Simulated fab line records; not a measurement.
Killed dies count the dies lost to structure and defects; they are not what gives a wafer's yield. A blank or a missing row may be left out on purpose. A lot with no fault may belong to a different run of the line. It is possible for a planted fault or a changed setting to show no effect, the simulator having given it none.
Lot-split experiment || flow n5-finfet || 21 wafers read across 7 lots, on a route 1938 steps long

== SPLIT DETAILS ==
At N5_BEOL_M8_COAT_22 (resist thk 30 nm), the setting spin-rpm was moved away from the recipe's 1500 rpm on 5 of the 21 wafers read, by -10.8% to +5.7%. The other wafers ran this setting at the recipe's value.

== FROM THE SPLIT TO THE READING: what the file shows between them, 3 steps ==
- N5_BEOL_M8_EXPOSE_25: exposes mask V7, target cd 40 nm (also split here: dose-mj)
- N5_BEOL_M8_PEB_26: peb time 60 s
- N5_BEOL_M8_DEVELOP_27: develop time 30 s

== THE READING ==
CAR-EUV_of_BEOL_M8_COAT_22.thk-nm (the simulator's own value, which no gauge read), in nm, at N5_BEOL_M8_DESCUM_33 (chemistry O2, time 7 s). The file does not state a usual value for it. Across the 16 wafers here that went through the recipe, the average is 26.1 nm and the standard deviation 0.12 nm.

{"wafer": "L081.2", "tool, chamber at the split": "litho-track-04, 0", "spin-rpm as run, rpm": 1500, "against the recipe": "recipe", "CAR-EUV_of_BEOL_M8_COAT_22.thk-nm, nm": 26, "against lot-mates on the recipe": "-"}
{"wafer": "L081.3", "tool, chamber at the split": "litho-track-04, 0", "spin-rpm as run, rpm": 1338, "against the recipe": "-10.8%", "CAR-EUV_of_BEOL_M8_COAT_22.thk-nm, nm": 28, "against lot-mates on the recipe": "+1.9"}
{"wafer": "L081.6", "tool, chamber at the split": "litho-track-04, 0", "spin-rpm as run, rpm": 1500, "against the recipe": "recipe", "CAR-EUV_of_BEOL_M8_COAT_22.thk-nm, nm": 26.2, "against lot-mates on the recipe": "-"}
{"wafer": "L082.2", "tool, chamber at the split": "litho-track-04, 0", "spin-rpm as run, rpm": 1500, "against the recipe": "recipe", "CAR-EUV_of_BEOL_M8_COAT_22.thk-nm, nm": 26, "against lot-mates on the recipe": "-"}
{"wafer": "L082.3", "tool, chamber at the split": "litho-track-04, 0", "spin-rpm as run, rpm": 1500, "against the recipe": "recipe", "CAR-EUV_of_BEOL_M8_COAT_22.thk-nm, nm": 26, "against lot-mates on the recipe": "-"}
{"wafer": "L082.5", "tool, chamber at the split": "litho-track-04, 0", "spin-rpm as run, rpm": 1500, "against the recipe": "recipe", "CAR-EUV_of_BEOL_M8_COAT_22.thk-nm, nm": 26.2, "against lot-mates on the recipe": "-"}
{"wafer": "L088.1", "tool, chamber at the split": "litho-track-02, 0", "spin-rpm as run, rpm": 1500, "against the recipe": "recipe", "CAR-EUV_of_BEOL_M8_COAT_22.thk-nm, nm": 26, "against lot-mates on the recipe": "-"}
{"wafer": "L088.4", "tool, chamber at the split": "litho-track-02, 0", "spin-rpm as run, rpm": 1500, "against the recipe": "recipe", "CAR-EUV_of_BEOL_M8_COAT_22.thk-nm, nm": 26.2, "against lot-mates on the recipe": "-"}
{"wafer": "L088.5", "tool, chamber at the split": "litho-track-02, 0", "spin-rpm as run, rpm": 1500, "against the recipe": "recipe", "CAR-EUV_of_BEOL_M8_COAT_22.thk-nm, nm": 26.2, "against lot-mates on the recipe": "-"}
{"wafer": "L087.1", "tool, chamber at the split": "litho-track-04, 0", "spin-rpm as run, rpm": 1500, "against the recipe": "recipe", "CAR-EUV_of_BEOL_M8_COAT_22.thk-nm, nm": 26.2, "against lot-mates on the recipe": "-"}
{"wafer": "L087.3", "tool, chamber at the split": "litho-track-04, 0", "spin-rpm as run, rpm": 1500, "against the recipe": "recipe", "CAR-EUV_of_BEOL_M8_COAT_22.thk-nm, nm": 26.2, "against lot-mates on the recipe": "-"}
{"wafer": "L087.5", "tool, chamber at the split": "litho-track-04, 0", "spin-rpm as run, rpm": 1586, "against the recipe": "+5.7%", "CAR-EUV_of_BEOL_M8_COAT_22.thk-nm, nm": 25.2, "against lot-mates on the recipe": -1.0}
{"wafer": "L089.3", "tool, chamber at the split": "litho-track-04, 0", "spin-rpm as run, rpm": 1500, "against the recipe": "recipe", "CAR-EUV_of_BEOL_M8_COAT_22.thk-nm, nm": 25.8, "against lot-mates on the recipe": "-"}
{"wafer": "L089.4", "tool, chamber at the split": "litho-track-04, 0", "spin-rpm as run, rpm": 1572, "against the recipe": "+4.8%", "CAR-EUV_of_BEOL_M8_COAT_22.thk-nm, nm": 25.2, "against lot-mates on the recipe": -0.7}
{"wafer": "L089.5", "tool, chamber at the split": "litho-track-04, 0", "spin-rpm as run, rpm": 1500, "against the recipe": "recipe", "CAR-EUV_of_BEOL_M8_COAT_22.thk-nm, nm": 26, "against lot-mates on the recipe": "-"}
{"wafer": "L092.2", "tool, chamber at the split": "litho-track-01, 0", "spin-rpm as run, rpm": 1410, "against the recipe": "-6.0%", "CAR-EUV_of_BEOL_M8_COAT_22.thk-nm, nm": 27, "against lot-mates on the recipe": "+1.0"}
{"wafer": "L092.5", "tool, chamber at the split": "litho-track-01, 0", "spin-rpm as run, rpm": 1500, "against the recipe": "recipe", "CAR-EUV_of_BEOL_M8_COAT_22.thk-nm, nm": 26, "against lot-mates on the recipe": "-"}
{"wafer": "L092.6", "tool, chamber at the split": "litho-track-01, 0", "spin-rpm as run, rpm": 1410, "against the recipe": "-6.0%", "CAR-EUV_of_BEOL_M8_COAT_22.thk-nm, nm": 27, "against lot-mates on the recipe": "+1.0"}
{"wafer": "L096.3", "tool, chamber at the split": "litho-track-01, 0", "spin-rpm as run, rpm": 1500, "against the recipe": "recipe", "CAR-EUV_of_BEOL_M8_COAT_22.thk-nm, nm": 26.2, "against lot-mates on the recipe": "-"}
{"wafer": "L096.4", "tool, chamber at the split": "litho-track-01, 0", "spin-rpm as run, rpm": 1500, "against the recipe": "recipe", "CAR-EUV_of_BEOL_M8_COAT_22.thk-nm, nm": 26.2, "against lot-mates on the recipe": "-"}
{"wafer": "L096.5", "tool, chamber at the split": "litho-track-01, 0", "spin-rpm as run, rpm": 1500, "against the recipe": "recipe", "CAR-EUV_of_BEOL_M8_COAT_22.thk-nm, nm": 26, "against lot-mates on the recipe": "-"}

FIT RESULTS
A straight line over all 21 wafers: CAR-EUV_of_BEOL_M8_COAT_22.thk-nm changes by -0.168 nm for each +1% of spin-rpm; r = -0.98; the points scatter about the line by 0.12 nm.
The same after taking each lot's own level away (the mean of its wafers on the recipe; 21 wafers): -0.17 nm for each +1%; r = -0.99; scatter 0.085 nm.
That fit puts the effect of the largest move of spin-rpm on the reading at 1.8 nm.
The lots' own levels span 25.90 to 26.20 nm, that is 2.5 times the standard deviation above.
The two slopes agree, so the slope changes little with the lot-to-lot level.
Check: for one of the wafers moved furthest among these (-10.8%), held out of the fit, the line's prediction against its lot-mates is +1.78 nm. It came out at +1.9 nm against them.

== THESE WAFERS: OTHER SPLITS ==
Other splits were also applied to these wafers ahead of the reading. Each is held against what the fit with the lots' levels taken away leaves over:
{"other split on the same wafers": "N5_BEOL_M4_COAT_05 spin-rpm", "wafers away from the commonest value": 11, "r with CAR-EUV_of_BEOL_M8_COAT_22.thk-nm (lot level and that fit taken away)": "+0.03"}
{"other split on the same wafers": "N5_BEOL_M4_ETCH_64 bias-w", "wafers away from the commonest value": 5, "r with CAR-EUV_of_BEOL_M8_COAT_22.thk-nm (lot level and that fit taken away)": -0.42}
{"other split on the same wafers": "N5_BEOL_M5_COAT_71 spin-rpm", "wafers away from the commonest value": 7, "r with CAR-EUV_of_BEOL_M8_COAT_22.thk-nm (lot level and that fit taken away)": -0.06}
{"other split on the same wafers": "N5_BEOL_M6_ILD_DEP_00 time-s", "wafers away from the commonest value": 7, "r with CAR-EUV_of_BEOL_M8_COAT_22.thk-nm (lot level and that fit taken away)": -0.19}
{"other split on the same wafers": "N5_BEOL_M7_ILD_DEP_00 time-s", "wafers away from the commonest value": 7, "r with CAR-EUV_of_BEOL_M8_COAT_22.thk-nm (lot level and that fit taken away)": -0.03}
{"other split on the same wafers": "N5_BEOL_M8_EXPOSE_25 dose-mj", "wafers away from the commonest value": 8, "r with CAR-EUV_of_BEOL_M8_COAT_22.thk-nm (lot level and that fit taken away)": -0.04}

== THE WHOLE CHAIN: every reading that the file lists as answering this split, in the file's order ==
{"step": "N5_BEOL_M8_COAT_22", "what it does": "resist thk 30 nm", "reading": "CAR-EUV_of_BEOL_M8_COAT_22.thk-nm (the simulator's own value, which no gauge read)", "change (the file's fit)": "-0.157 nm for each +1% of the setting", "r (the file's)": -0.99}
{"step": "N5_BEOL_M8_DESCUM_33", "what it does": "chemistry O2, time 7 s", "reading": "CAR-EUV_of_BEOL_M8_COAT_22.thk-nm (the simulator's own value, which no gauge read)", "change (the file's fit)": "-0.171 nm for each +1% of the setting", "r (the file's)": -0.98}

== THE FILE'S OWN FIT ==
CAR-EUV_of_BEOL_M8_COAT_22.thk-nm changes by -0.171 nm for each +1% of spin-rpm, r = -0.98.
